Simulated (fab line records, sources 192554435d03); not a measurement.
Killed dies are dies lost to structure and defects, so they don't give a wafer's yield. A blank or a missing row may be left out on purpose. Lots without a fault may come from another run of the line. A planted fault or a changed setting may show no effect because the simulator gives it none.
fab line records | flow n5_finfet
record lots=24 wafers=72 last_day=19
route steps=1938 shown BEOL_M10@1471 BEOL_M11@1539
lots that met no fault: from a run of the same line without faults
start_h: hours from the record's first day to the start of the lot's first wafer shown | wait_h: hours since the lot's step before | " the same as in the row above | L1.1+2: a row that stands for several wafers | - no value, or no start given | * or withheld: withheld | < > ~ a bound
route shown NAME@n: a module of which the file shows steps, and the number in the route of the first | usual: mean/standard deviation of fault-free wafers | same: alike in all rows | chamber/n: place in a boat | sites: the reading at each site | _std_site: their standard deviation | _edge_site: outer sites' mean less inner sites' | radius_mm: how far each site lies from the wafer's centre | mask NAME#n: copy n | behind: the tool/chamber that last shaped the wafer | hold: why the lot was held/for how many hours/how that ended | device: the transistor (n, p or np) that didn't switch | end of line: the same wafers' tests at the end of the route | a step without rows: its recipe alone | killed: dies lost to structure and defects at the first sort, not the wafer's yield | map: a wafer's dies, x killed, . not, _ none there
set.NAME: the setting as run; set.NAME@STEP: as run at that earlier step | model.NAME: the simulator's own value behind a step, which no gauge read
steps of the route over a sample of lots; a table a step, a row a wafer
services: from which hour (start_h, from the record's first day; less than 0 if before it) a tool's chamber was out of use, for how many hours, and why
## steps
# step N5_BEOL_M10_CURE_71
# recipe temp_c=385 time_s=240 ambient=He/Ar material=SiCOH_lowk
# usual lamp_power_pct=52.32/0.054 wafer_temp_C_max=386.6/0.58
# columns lot.wafer tool chamber start_h wait_h lamp_power_pct wafer_temp_C_max
L074.1 uv_cure-01 0 229.19 0.1 52.26 385.9
L074.2 " 0 " " 52.40 386.8
L074.3 " 0 " " 52.34 386.5
L076.1 uv_cure-03 1 240.18 0.0 52.32 386.3
L076.5 " 1 " " 52.34 386.7
L076.6 " 1 " " 52.26 385.9
L075.1 uv_cure-01 2 240.34 0.0 52.30 386.3
L075.4 " 2 " " 52.31 386.4
L075.5 " 2 " " 52.40 386.6
L079.3 uv_cure-03 2 254.97 0.2 52.43 387.3
L079.4 " 2 " " 52.34 387.3
L079.6 " 2 " " 52.24 387.9
L077.2 uv_cure-02 1 260.24 0.2 52.28 386.1
L077.3 " 1 " " 52.21 386.4
L077.6 " 1 " " 52.26 386.1
L078.2 uv_cure-02 1 269.19 0.1 52.32 385.8
L078.5 " 1 " " 52.36 385.9
L078.6 " 1 " " 52.16 386.1
L080.1 uv_cure-02 1 277.64 0.8 52.31 386.6
L080.2 " 1 " " 52.35 386.7
L080.6 " 1 " " 52.31 385.8
L082.1 uv_cure-01 0 286.76 0.0 52.35 386.3
L082.2 " 0 " " 52.24 386.4
L082.6 " 0 " " 52.30 387.0
L081.1 uv_cure-01 0 296.52 0.2 52.32 386.2
L081.3 " 0 " " 52.40 386.7
L081.6 " 0 " " 52.35 387.0
L084.1 uv_cure-01 0 298.37 0.1 52.30 386.4
L084.2 " 0 " " 52.26 387.0
L084.5 " 0 " " 52.30 386.6
L086.1 uv_cure-01 2 302.69 0.0 52.38 386.6
L086.4 " 2 " " 52.38 386.3
L086.5 " 2 " " 52.35 386.0
L085.1 uv_cure-03 0 320.31 0.1 52.37 386.6
L085.2 " 0 " " 52.32 386.3
L085.6 " 0 " " 52.35 386.6
L083.1 uv_cure-03 2 321.62 0.0 52.38 387.5
L083.3 " 2 " " 52.35 387.7
L083.5 " 2 " " 52.25 387.7
L087.1 uv_cure-01 1 324.65 0.0 52.33 387.6
L087.5 " 1 " " 52.25 386.9
L087.6 " 1 " " 52.29 386.6
L088.1 uv_cure-02 2 325.07 0.1 52.35 387.2
L088.2 " 2 " " 52.31 386.6
L088.5 " 2 " " 52.26 387.2
L089.1 uv_cure-02 0 327.45 0.1 52.35 386.4
L089.2 " 0 " " 52.26 386.0
L089.5 " 0 " " 52.37 386.3
L090.1 uv_cure-03 1 332.71 0.0 52.33 385.9
L090.4 " 1 " " 52.30 386.2
L090.5 " 1 " " 52.26 385.8
L091.3 uv_cure-03 0 354.76 0.2 52.31 386.8
L091.4 " 0 " " 52.34 385.9
L091.5 " 0 " " 52.33 386.4
L092.1 uv_cure-02 2 354.88 0.0 52.26 387.3
L092.3 " 2 " " 52.38 387.3
L092.5 " 2 " " 52.25 386.9
L093.3 uv_cure-01 1 355.30 0.2 52.31 387.6
L093.5 " 1 " " 52.36 387.2
L093.6 " 1 " " 52.28 388.3
L094.1 uv_cure-01 0 357.00 0.0 52.35 386.7
L094.2 " 0 " " 52.30 386.5
L094.4 " 0 " " 52.28 387.5
L095.2 uv_cure-01 0 364.72 0.1 52.32 387.3
L095.5 " 0 " " 52.37 386.7
L095.6 " 0 " " 52.32 386.8
L096.1 uv_cure-02 1 385.45 0.0 52.30 385.9
L096.2 " 1 " " 52.31 386.0
L096.3 " 1 " " 52.35 386.2
L097.2 uv_cure-01 0 390.07 0.1 52.28 386.9
L097.4 " 0 " " 52.28 386.2
L097.6 " 0 " " 52.31 386.3
# step N5_BEOL_M10_ETCH_41
# recipe chemistry=CH3F/O2 target=SiCN target_depth_a=426 taper_deg=2 time_s=86 ion_energy_ev=120 mask_material=TiN pressure_mtorr=30 source_w=395 bias_w=75 Ar_flow_sccm=150 CH3F_flow_sccm=30 O2_flow_sccm=20
# usual drypump_motor_current_A=5.9/0.37 oes_product_au=0.81/0.087 rf_vpp_V=297.9/2 showerhead_plenum_p_Torr=2.03/0.094 throttle_valve_pct=16.23/0.19
# columns lot.wafer tool chamber start_h wait_h drypump_motor_current_A oes_product_au rf_hours_counter_h rf_vpp_V showerhead_plenum_p_Torr throttle_valve_pct
L074.1 rie_diel-02 0 - - 5.3 0.83 58 298.3 2.11 16.03
L074.2 " 1 " " 5.5 0.80 103 299.9 2.11 16.30
L074.3 " 2 " " 6.4 0.98 6 297.3 1.96 16.05
L075.1 rie_diel-05 1 - - 5.4 0.73 160 295.4 1.84 16.51
L075.4 " 2 " " 5.8 0.87 34 299.9 2.13 16.20
L075.5 " 1 " " 5.4 0.73 - 294.5 1.84 16.51
L076.1 rie_diel-05 1 - - 5.4 0.73 160 294.0 1.84 16.50
L076.5 " 1 " " 5.4 0.73 - 293.5 1.84 16.52
L076.6 " 2 " " 5.8 0.87 - 298.4 2.13 16.21
L079.3 rie_diel-04 1 - - 6.1 0.71 242 295.9 1.89 16.29
L079.4 " 0 " " 6.4 0.85 73 298.1 2.11 16.08
L079.6 " 3 " " 6.0 0.71 - 297.3 1.97 16.28
L077.2 rie_diel-05 2 - - 5.8 0.86 42 299.8 2.13 16.22
L077.3 " 3 " " 6.3 0.94 7 299.3 2.05 16.11
L077.6 " 2 " " 5.8 0.85 - 299.7 2.13 16.23
L078.2 rie_diel-02 0 - - 5.3 0.81 72 299.4 2.11 16.07
L078.5 " 1 " " 5.5 0.78 - 299.2 2.10 16.32
L078.6 " 0 " " 5.3 0.81 - 299.0 2.11 16.08
L080.1 rie_diel-05 3 - - 6.3 0.93 13 298.9 2.05 16.12
L080.2 " 1 " " 5.4 0.73 173 294.8 1.84 16.54
L080.6 " 0 " " 5.6 0.73 - 296.9 2.06 16.21
L082.1 rie_diel-04 2 - - 6.1 0.82 100 296.6 1.93 16.48
L082.2 " 3 " " 6.0 0.70 240 297.4 1.96 16.30
L082.6 " 1 " " 6.1 1.01 - 298.7 2.13 15.83
L081.1 rie_diel-04 1 - - 6.1 1.00 3 299.4 2.13 15.85
L081.3 " 0 " " 6.4 0.83 89 299.8 2.11 16.12
L081.6 " 0 " " 6.4 0.83 - 298.7 2.11 16.10
L084.1 rie_diel-05 3 - - 6.3 0.91 19 297.9 2.04 16.14
L084.2 " 1 " " 5.4 0.72 178 294.5 1.83 16.54
L084.5 " 2 " " 5.8 0.85 - 300.3 2.12 16.24
L086.1 rie_diel-02 1 - - 5.5 0.77 131 299.2 2.10 16.35
L086.4 " 2 " " 6.4 0.91 33 295.2 1.95 16.09
L086.5 " 0 " " 5.3 0.79 - 299.2 2.10 16.10
L085.1 rie_diel-05 2 - - 5.8 0.82 61 300.2 2.12 16.25
L085.2 " 3 " " 6.3 0.89 27 298.6 2.04 16.16
L085.6 " 3 " " 6.3 0.89 - 297.8 2.04 16.14
L083.1 rie_diel-04 1 - - 6.1 0.97 12 301.1 2.13 15.85
L083.3 " 0 " " 6.4 0.83 98 299.1 2.10 16.15
L083.5 " 2 " " 6.1 0.80 - 295.6 1.93 16.51
L088.1 rie_diel-05 1 - - 5.4 0.72 187 292.5 1.83 16.55
L088.2 " 3 " " 6.3 0.89 29 299.2 2.04 16.15
L088.5 " 1 " " 5.4 0.71 - 293.7 1.83 16.57
L087.1 rie_diel-02 3 - - 5.9 0.70 236 298.1 2.05 16.23
L087.5 " 3 " " 5.9 0.69 - 299.3 2.05 16.24
L087.6 " 0 " " 5.3 0.79 - 299.0 2.10 16.11
L089.1 rie_diel-05 0 - - 5.5 0.72 212 298.7 2.06 16.26
L089.2 " 3 " " 6.3 0.88 30 297.5 2.04 16.14
L089.5 " 3 " " 6.3 0.89 - 298.7 2.04 16.13
L090.1 rie_diel-02 2 - - 6.4 0.88 43 297.3 1.95 16.09
L090.4 " 0 " " 5.3 0.78 95 299.9 2.10 16.11
L090.5 " 2 " " 6.4 0.89 - 295.4 1.95 16.11
L091.3 rie_diel-05 1 - - 5.4 0.70 199 292.6 1.83 16.57
L091.4 " 2 " " 5.8 0.82 75 299.2 2.12 16.29
L091.5 " 1 " " 5.4 0.71 - 294.4 1.83 16.58
L093.3 rie_diel-04 2 - - 6.1 0.79 123 296.0 1.93 16.53
L093.5 " 1 " " 6.1 0.93 - 299.7 2.12 15.87
L093.6 " 2 " " 6.1 0.80 - 295.9 1.93 16.55
L094.1 rie_diel-04 0 - - 6.4 0.80 113 298.8 2.10 16.15
L094.2 " 1 " " 6.1 0.92 27 300.5 2.12 15.89
L094.4 " 3 " " 6.0 0.94 8 295.8 1.96 15.89
L092.1 rie_diel-02 3 - - 5.9 0.69 247 299.4 2.04 16.23
L092.3 " 0 " " 5.3 0.77 103 299.8 2.10 16.13
L092.5 " 0 " " 5.3 0.77 - 298.6 2.10 16.14
L095.2 rie_diel-05 1 - - 5.4 0.70 204 293.7 1.83 16.58
L095.5 " 3 " " 6.3 0.86 - 300.5 2.04 16.17
L095.6 " 2 " " 5.8 0.81 - 299.7 2.12 16.30
L096.1 rie_diel-05 1 - - 5.4 0.70 210 293.7 1.82 16.59
L096.2 " 3 " " 6.3 0.86 46 298.4 2.04 16.17
L096.3 " 0 " " 5.6 0.70 234 297.7 2.05 16.30
L097.2 rie_diel-04 0 - - 6.4 0.80 124 298.9 2.10 16.18
L097.4 " 3 " " 6.0 0.91 19 295.5 1.95 15.90
L097.6 " 2 " " 6.1 0.77 - 296.2 1.92 16.56
# step N5_BEOL_M10_RS_MEAS_57
# recipe thk_meas_gauge=four-point-probe reads=Cu_of_BEOL_M10_ECD_50+Co_of_BEOL_M10_CVD_75+TaN_of_BEOL_M10_ALD_74
# usual M10_RS=0.1511/0.0024
# columns lot.wafer tool chamber start_h wait_h M10_RS[ohm/sq]
L074.1 film_metro-01 - 236.36 0.1 0.1513
L074.2 " - " " 0.1528
L074.3 " - " " 0.1482
L075.1 film_metro-01 - 247.62 0.1 0.1512
L075.4 " - " " 0.1489
L075.5 " - " " 0.1521
L076.1 film_metro-01 - 249.21 0.1 0.1524
L076.5 " - " " 0.1534
L076.6 " - " " 0.1510
L079.3 film_metro-01 - 260.45 0.1 0.1546
L079.4 " - " " 0.1486
L079.6 " - " " 0.1514
L077.2 film_metro-02 - 269.24 0.1 0.1553
L077.3 " - " " 0.1539
L077.6 " - " " 0.1546
L078.2 film_metro-01 - 277.56 0.1 0.1483
L078.5 " - " " 0.1546
L078.6 " - " " 0.1483
L080.1 film_metro-01 - 289.26 0.1 0.1506
L080.2 " - " " 0.1525
L080.6 " - " " 0.1516
L082.1 film_metro-01 - 295.42 0.1 0.1498
L082.2 " - " " 0.1539
L082.6 " - " " 0.1500
L081.1 film_metro-02 - 302.71 0.1 0.1517
L081.3 " - " " 0.1512
L081.6 " - " " 0.1497
L084.1 film_metro-02 - 307.03 0.1 0.1520
L084.2 " - " " 0.1564
L084.5 " - " " 0.1531
L086.1 film_metro-02 - 310.20 0.1 0.1508
L086.4 " - " " 0.1490
L086.5 " - " " 0.1479
L085.1 film_metro-02 - 327.43 0.1 0.1537
L085.2 " - " " 0.1512
L085.6 " - " " 0.1533
L083.1 film_metro-01 - 330.55 0.1 0.1476
L083.3 " - " " 0.1477
L083.5 " - " " 0.1505
L088.1 film_metro-01 - 332.84 0.1 0.1501
L088.2 " - " " 0.1471
L088.5 " - " " 0.1498
L087.1 film_metro-01 - 335.89 0.1 0.1513
L087.5 " - " " 0.1523
L087.6 " - " " 0.1458
L089.1 film_metro-02 - 336.27 0.1 0.1518
L089.2 " - " " 0.1491
L089.5 " - " " 0.1511
L090.1 film_metro-01 - 341.25 0.1 0.1462
L090.4 " - " " 0.1463
L090.5 " - " " 0.1475
L091.3 film_metro-01 - 360.72 0.1 0.1534
L091.4 " - " " 0.1502
L091.5 " - " " 0.1540
L093.3 film_metro-02 - 364.90 0.1 0.1535
L093.5 " - " " 0.1497
L093.6 " - " " 0.1532
L094.1 film_metro-02 - 365.87 0.1 0.1507
L094.2 " - " " 0.1485
L094.4 " - " " 0.1494
L092.1 film_metro-01 - 366.16 0.1 0.1546
L092.3 " - " " 0.1472
L092.5 " - " " 0.1504
L095.2 film_metro-02 - 370.33 0.1 0.1517
L095.5 " - " " 0.1506
L095.6 " - " " 0.1520
L096.1 film_metro-01 - 391.21 0.1 0.1497
L096.2 " - " " 0.1483
L096.3 " - " " 0.1491
L097.2 film_metro-02 - 399.59 0.1 0.1496
L097.4 " - " " 0.1501
L097.6 " - " " 0.1532
# step N5_BEOL_M10_INSPECT_58
# recipe inspect_instrument=darkfield mode=post_dep
# usual raw_defect_count=81/27
# columns lot.wafer tool chamber start_h wait_h raw_defect_count
L074.1 defect_inspect-01 - 236.38 0.0 67
L074.2 " - " " 42
L074.3 " - " " 50
L075.1 defect_inspect-01 - 247.65 0.0 58
L075.4 " - " " 88
L075.5 " - " " 78
L076.1 defect_inspect-02 - 249.24 0.0 96
L076.5 " - " " 121
L076.6 " - " " 83
L079.3 defect_inspect-02 - 260.47 0.0 91
L079.4 " - " " 80
L079.6 " - " " 72
L077.2 defect_inspect-02 - 269.27 0.0 78
L077.3 " - " " 106
L077.6 " - " " 63
L078.2 defect_inspect-01 - 277.58 0.0 58
L078.5 " - " " 58
L078.6 " - " " 72
L080.1 defect_inspect-02 - 289.29 0.0 67
L080.2 " - " " 96
L080.6 " - " " 60
L082.1 defect_inspect-02 - 295.44 0.0 87
L082.2 " - " " 57
L082.6 " - " " 67
L081.1 defect_inspect-01 - 302.74 0.0 109
L081.3 " - " " 108
L081.6 " - " " 65
L084.1 defect_inspect-01 - 307.05 0.0 58
L084.2 " - " " 68
L084.5 " - " " 73
L086.1 defect_inspect-02 - 310.23 0.0 59
L086.4 " - " " 83
L086.5 " - " " 78
L085.1 defect_inspect-01 - 327.46 0.0 61
L085.2 " - " " 90
L085.6 " - " " 57
L083.1 defect_inspect-01 - 330.57 0.0 54
L083.3 " - " " 53
L083.5 " - " " 85
L088.1 defect_inspect-02 - 332.88 0.0 105
L088.2 " - " " 137
L088.5 " - " " 71
L087.1 defect_inspect-01 - 335.92 0.0 131
L087.5 " - " " 92
L087.6 " - " " 113
L089.1 defect_inspect-01 - 336.29 0.0 79
L089.2 " - " " 82
L089.5 " - " " 64
L090.1 defect_inspect-01 - 341.27 0.0 75
L090.4 " - " " 75
L090.5 " - " " 103
L091.3 defect_inspect-02 - 360.75 0.0 95
L091.4 " - " " 99
L091.5 " - " " 109
L093.3 defect_inspect-02 - 364.92 0.0 69
L093.5 " - " " 75
L093.6 " - " " 61
L094.1 defect_inspect-02 - 365.90 0.0 111
L094.2 " - " " 84
L094.4 " - " " 178
L092.1 defect_inspect-01 - 366.18 0.0 43
L092.3 " - " " 39
L092.5 " - " " 46
L095.2 defect_inspect-02 - 370.35 0.0 98
L095.5 " - " " 49
L095.6 " - " " 68
L096.1 defect_inspect-01 - 391.24 0.0 74
L096.2 " - " " 82
L096.3 " - " " 74
L097.2 defect_inspect-02 - 399.61 0.0 46
L097.4 " - " " 79
L097.6 " - " " 84
# step N5_BEOL_M11_PECVD_70
# recipe material=SiO2 target_thk_a=200 temp_c=400 precursor=TEOS/O2 pressure_torr=5.5 rf_w=450 teos_flow_sccm=53.8 gas=O2 flow_sccm=3000 time_s=22.7
# usual heater_power_w=654/75 showerhead_plenum_p_Torr=8.80/0.05 throttle_valve_pct=22.8/1.7
# columns lot.wafer tool chamber start_h wait_h heater_power_w showerhead_plenum_p_Torr throttle_valve_pct
L074.1 pecvd-03 2 237.05 0.0 665 8.74 20.8
L074.2 " 1 " " 618 8.83 26.0
L074.3 " 0 " " 679 8.79 21.1
L075.1 pecvd-04 0 248.31 0.0 748 8.78 21.7
L075.4 " 1 " " 742 8.93 23.3
L075.5 " 2 " " 618 8.76 22.1
L076.1 pecvd-04 2 249.90 0.0 551 8.74 22.3
L076.5 " 0 " " 697 8.79 21.5
L076.6 " 2 " " 549 8.76 22.0
L079.3 pecvd-01 2 261.19 0.0 571 8.81 23.6
L079.4 " 0 " " 587 8.77 21.5
L079.6 " 1 " " 621 8.80 24.4
L077.2 pecvd-01 2 269.93 0.0 498 8.78 23.9
L077.3 " 0 " " 569 8.77 21.3
L077.6 " 2 " " 495 8.76 23.8
L078.2 pecvd-03 1 280.05 0.0 643 8.81 25.8
L078.5 " 1 " " 646 8.84 26.0
L078.6 " 2 " " 751 8.76 21.3
L080.1 pecvd-03 0 289.95 0.0 700 8.84 21.3
L080.2 " 1 " " 568 8.81 26.0
L080.6 " 0 " " 734 8.81 21.2
L082.1 pecvd-04 0 296.11 0.0 793 8.74 21.7
L082.2 " 1 " " 780 8.93 23.4
L082.6 " 2 " " 618 8.76 22.5
L081.1 pecvd-03 1 303.40 0.0 612 8.87 25.7
L081.3 " 2 " " 758 8.79 20.9
L081.6 " 0 " " 697 8.80 21.4
L084.1 pecvd-03 2 307.72 0.0 711 8.76 21.1
L084.2 " 1 " " 647 8.83 25.8
L084.5 " 0 " " 714 8.83 21.4
L086.1 pecvd-03 2 310.89 0.0 762 8.76 21.2
L086.4 " 1 " " 612 8.79 25.7
L086.5 " 2 " " 758 8.74 21.3
L085.1 pecvd-04 1 328.12 0.0 713 8.93 23.3
L085.2 " 2 " " 572 8.78 22.6
L085.6 " 0 " " 743 8.78 21.6
L083.1 pecvd-04 1 331.72 0.0 764 8.93 23.4
L083.3 " 2 " " 540 8.77 22.7
L083.5 " 1 " " 773 8.95 23.6
L088.1 pecvd-03 1 333.54 0.0 689 8.83 25.9
L088.2 " 2 " " 762 8.75 20.7
L088.5 " 2 " " 776 8.74 21.0
L087.1 pecvd-03 0 336.58 0.0 642 8.81 21.3
L087.5 " 0 " " 649 8.81 21.5
L087.6 " 1 " " 537 8.84 26.0
L089.1 pecvd-01 2 336.96 0.0 492 8.78 24.3
L089.2 " 0 " " 587 8.79 21.5
L089.5 " 0 " " 587 8.76 21.0
L090.1 pecvd-03 2 341.94 0.0 713 8.75 21.2
L090.4 " 1 " " 619 8.85 25.8
L090.5 " 0 " " 695 8.83 21.2
L091.3 pecvd-04 0 361.41 0.0 741 8.74 21.9
L091.4 " 1 " " 777 8.94 23.4
L091.5 " 2 " " 613 8.74 22.8
L093.3 pecvd-01 0 365.64 0.1 513 8.78 21.0
L093.5 " 1 " " 579 8.79 24.4
L093.6 " 0 " " 520 8.79 21.4
L094.1 pecvd-03 2 366.80 0.0 678 8.75 20.9
L094.2 " 1 " " 659 8.83 26.0
L094.4 " 2 " " 667 8.75 21.2
L092.1 pecvd-01 1 367.28 0.0 670 8.80 24.3
L092.3 " 0 " " 634 8.78 21.5
L092.5 " 1 " " 649 8.79 24.1
L095.2 pecvd-01 1 371.05 0.0 659 8.80 24.2
L095.5 " 1 " " 642 8.79 24.4
L095.6 " 0 " " 515 8.77 21.3
L096.1 pecvd-03 2 391.90 0.0 787 8.76 21.2
L096.2 " 1 " " 659 8.81 25.4
L096.3 " 0 " " 657 8.80 21.2
L097.2 pecvd-01 0 400.29 0.0 627 8.77 21.4
L097.4 " 0 " " 620 8.76 21.2
L097.6 " 2 " " 577 8.77 24.4
# step N5_BEOL_M11_CD_MEAS_18
# recipe pitch_nm=140 target_cd_nm=70
# usual cd_nm=70.2/0.5
# columns lot.wafer tool chamber start_h wait_h cd_nm
L074.1 cd_sem-03 - 238.91 0.0 70.7
L074.2 " - " " 70.6
L074.3 " - " " 70.1
L075.1 cd_sem-01 - 250.78 0.0 69.8
L075.4 " - " " 69.4
L075.5 " - " " 70.3
L076.1 cd_sem-03 - 252.00 0.1 70.8
L076.5 " - " " 70.5
L076.6 " - " " 70.0
L079.3 cd_sem-01 - 263.64 0.1 69.8
L079.4 " - " " 70.1
L079.6 " - " " 69.4
L077.2 cd_sem-01 - 271.90 0.1 69.4
L077.3 " - " " 69.9
L077.6 " - " " 69.1
L078.2 cd_sem-02 - 281.95 0.1 70.0
L078.5 " - " " 69.6
L078.6 " - " " 69.9
L080.1 cd_sem-02 - 294.12 0.0 70.0
L080.2 " - " " 70.8
L080.6 " - " " 70.3
L082.1 cd_sem-03 - 297.62 0.0 70.2
L082.2 " - " " 70.1
L082.6 " - " " 70.8
L081.1 cd_sem-01 - 305.57 0.0 70.0
L081.3 " - " " 69.7
L081.6 " - " " 69.9
L084.1 cd_sem-03 - 309.40 0.0 69.8
L084.2 " - " " 70.1
L084.5 " - " " 69.8
L086.1 cd_sem-01 - 314.75 0.0 69.7
L086.4 " - " " 69.2
L086.5 " - " " 69.5
L085.1 cd_sem-01 - 330.29 0.0 70.2
L085.2 " - " " 70.9
L085.6 " - " " 70.3
L083.1 cd_sem-02 - 333.53 0.0 70.6
L083.3 " - " " 70.7
L083.5 " - " " 70.3
L088.1 cd_sem-01 - 336.42 0.0 69.7
L088.2 " - " " 69.7
L088.5 " - " " 70.0
L087.1 cd_sem-01 - 339.88 0.0 71.2
L087.5 " - " " 71.6
L087.6 " - " " 71.5
L089.1 cd_sem-01 - 340.55 0.0 70.4
L089.2 " - " " 70.5
L089.5 " - " " 69.6
L090.1 cd_sem-01 - 344.33 0.0 69.0
L090.4 " - " " 69.8
L090.5 " - " " 71.2
L091.3 cd_sem-02 - 363.59 0.1 70.5
L091.4 " - " " 70.1
L091.5 " - " " 70.1
L093.3 cd_sem-02 - 368.92 0.1 70.4
L093.5 " - " " 70.8
L093.6 " - " " 70.3
L094.1 cd_sem-02 - 369.16 0.0 70.5
L094.2 " - " " 70.4
L094.4 " - " " 69.7
L092.1 cd_sem-02 - 369.68 0.0 70.2
L092.3 " - " " 70.5
L092.5 " - " " 69.9
L095.2 cd_sem-03 - 374.43 0.1 70.2
L095.5 " - " " 71.0
L095.6 " - " " 70.8
L096.1 cd_sem-03 - 393.62 0.0 70.5
L096.2 " - " " 70.6
L096.3 " - " " 71.1
L097.2 cd_sem-02 - 402.77 0.1 70.3
L097.4 " - " " 69.7
L097.6 " - " " 70.5
## services
# columns tool chamber start_h hours kind
pecvd-04 2 216.90 6.0 repair
rie_diel-05 3 226.36 1.8 repair
rie_diel-05 3 228.48 - clean
rie_diel-05 3 228.48 - consumable_replace:focus_ring
rie_diel-05 3 228.48 13.1 scheduled_down
rie_diel-05 3 228.48 13.1 vent_cycle
uv_cure-03 - 228.57 2.1 pm
uv_cure-01 - 256.47 24.0 repair
rie_diel-05 0 267.67 7.6 repair
pecvd-01 - 273.03 1.2 repair
uv_cure-03 - 273.72 7.6 repair
rie_diel-04 1 277.22 - clean
rie_diel-04 1 277.22 - consumable_replace:focus_ring
pecvd-03 0 279.12 5.2 repair
pecvd-01 - 288.17 2.8 pm
uv_cure-03 - 294.73 0.2 repair
uv_cure-03 - 294.93 0.3 repair
pecvd-03 - 297.02 5.5 pm
uv_cure-03 - 304.41 0.4 repair
rie_diel-02 3 321.37 8.5 repair
rie_diel-05 3 337.33 15.2 repair
pecvd-04 0 344.39 3.6 repair
rie_diel-02 1 356.92 13.5 repair
uv_cure-03 - 384.92 6.0 pm
## key
fault none
